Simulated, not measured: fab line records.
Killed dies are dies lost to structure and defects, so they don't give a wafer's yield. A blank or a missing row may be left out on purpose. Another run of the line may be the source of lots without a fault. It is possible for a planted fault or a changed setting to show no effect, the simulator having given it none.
A lot that was struck, set against a sound lot ; flow nand-harc ; 12 steps out of a route of 1302
Sound: wafers L710.1, L710.5, L710.6. Wafers struck: L707.1, L707.3, L707.5. At the end, the cause is stated.
At each step with rows: each side's tool, then ch and its chambers, then its first start. Under that, the readings that differ: sound wafers ; struck wafers ; difference of the means ; sigmas: that difference in standard deviations of wafers without a fault.
alike: readings with means less than 2 such deviations apart, plus words and numbers identical on both sides. not compared: withheld readings, readings lacking a value on some wafer, bounds such as >300 that could conceal the same value, and numbers that have no deviation in the record and whose values overlap.
Wherever a step has rows on one side only, a row that says differs or no value, or a row with sigmas, the two part there. Numbers that don't overlap but have no deviation are shown without sigmas and don't part them. A reading that every wafer of one side lacks parts them only if that side has two wafers or more.

first, 2 steps without rows for these wafers: NHARC_A_SOURCE_PLATE_CVD_03 (deposits poly-Si, target thk 200 nm, time 4000 s); NHARC_A_SOURCE_PLATE_ANNEAL_05 (time 1800 s).
NHARC_A_SOURCE_PLATE_THK_MEAS_06: measures by ellipsometry.
  sound on film-metro-01 at day 12 10:50; struck on film-metro-01 at day 10 18:37
  alike: thk-nm
NHARC_A_SOURCE_PLATE_INSPECT_08:
  sound on defect-inspect-01 at day 12 10:54; struck on defect-inspect-01 at day 10 18:41
  alike: raw-defect-count
then NHARC_A_ONON_D1_DEP_00 (target thk 1000 nm), 1 step lacking rows for these wafers.
NHARC_A_ONON_D1_THK_MEAS_02: measures by ellipsometry.
  sound on film-metro-01 at day 12 11:46; struck on film-metro-01 at day 10 19:16
  alike: thk-nm
then NHARC_A_ONON_D1_DEP_03 (target thk 1000 nm), 1 step lacking rows for these wafers.
NHARC_A_ONON_D1_THK_MEAS_05: measures by ellipsometry.
  sound on film-metro-02 at day 12 12:20; struck on film-metro-01 at day 10 19:50
  alike: thk-nm
then NHARC_A_ONON_D1_DEP_06 (target thk 1000 nm), 1 step lacking rows for these wafers.
NHARC_A_ONON_D1_THK_MEAS_08: measures by ellipsometry.
  sound on film-metro-01 at day 12 12:54; struck on film-metro-02 at day 10 20:25
  alike: thk-nm
NHARC_A_ONON_D1_DEP_09: target thk 1000 nm.
  struck on pecvd-onon-01, day 10 20:29; sound on pecvd-onon-02 ch 0, day 12 12:57
  no value came back on the struck wafers for n2-flow-sccm (sccm), n2o-flow-sccm (sccm), susceptor-temp-C (C); on the sound wafers n2-flow-sccm (sccm) reads 2768 2751 2765
-- record jumps: 17 days between struck wafers' starts before vs after; left off in module A_ONON_D1, resumes in module END, first step shown is number 1302 of the route --
NHARC_END_SORT_01:
  at this point the record logs the struck wafers (prober-02 ch 0, day 28 03:57) and has no rows for the sound ones

== WHERE THEY PART ==
At NHARC_A_ONON_D1_DEP_09 first; at NHARC_END_SORT_01 last (within this record only).

WHY: what had been put in by the simulator
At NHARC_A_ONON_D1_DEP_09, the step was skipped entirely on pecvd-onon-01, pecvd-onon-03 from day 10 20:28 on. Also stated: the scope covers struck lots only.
